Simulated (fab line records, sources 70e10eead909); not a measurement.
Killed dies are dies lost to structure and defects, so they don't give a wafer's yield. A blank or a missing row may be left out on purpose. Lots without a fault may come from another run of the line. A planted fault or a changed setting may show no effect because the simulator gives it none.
Which tool did it? | flow nand_harc | 12 lots, 36 wafers sampled, at 1 step of a route of 1302

WHAT THE GAUGES READ, wafer by wafer
NHARC_P_ZERO_WELL_CD_MEAS_11: target cd 500 nm.
lot  | measured     | on        | cd_nm (nm)
L075 | day 2 07:08  | cd_sem-02 | 501.0 500.8 500.7
L077 | day 3 03:16  | cd_sem-02 | 499.4 501.5 500.1
L079 | day 3 23:19  | cd_sem-01 | 498.6 498.0 496.9
L081 | day 4 19:14  | cd_sem-01 | 505.1 500.4 498.3
L083 | day 5 15:15  | cd_sem-02 | 504.6 498.8 501.9
L085 | day 6 11:19  | cd_sem-02 | 501.1 496.6 501.9
L087 | day 7 07:20  | cd_sem-02 | 502.1 500.5 502.3
L089 | day 8 03:15  | cd_sem-02 | 501.7 501.4 499.3
L091 | day 8 23:14  | cd_sem-01 | 500.1 497.4 499.3
L093 | day 9 19:07  | cd_sem-03 | 500.9 504.6 498.5
L095 | day 10 15:08 | cd_sem-03 | 501.5 500.1 501.3
L097 | day 11 11:14 | cd_sem-01 | 496.4 499.0 499.2

WHICH TOOL RAN EACH LOT (tool, then ch and the chambers of the sampled wafers, then the start)
The record holds no process step before these readings.

THE ANSWER, worked out from the rows above alone
Rule: what is usual is taken from the lots themselves. Put in order of their means at a reading, lots are off if they are a third of the lots or fewer, leave a main group of 4 or more, and stand apart from it by a gap of 3 or more times the standard deviation of the main group's means; of several such gaps the widest counts. A main group whose means are all the same, to the digits that the tables above print for the reading, isn't used. A lot without any number at a reading at which 4 lots or more have one is off too. The other lots that the step has rows for count as sound.
No lot is off at any reading shown: from this, nothing can be told.

WHAT THE SIMULATOR HAD PUT IN
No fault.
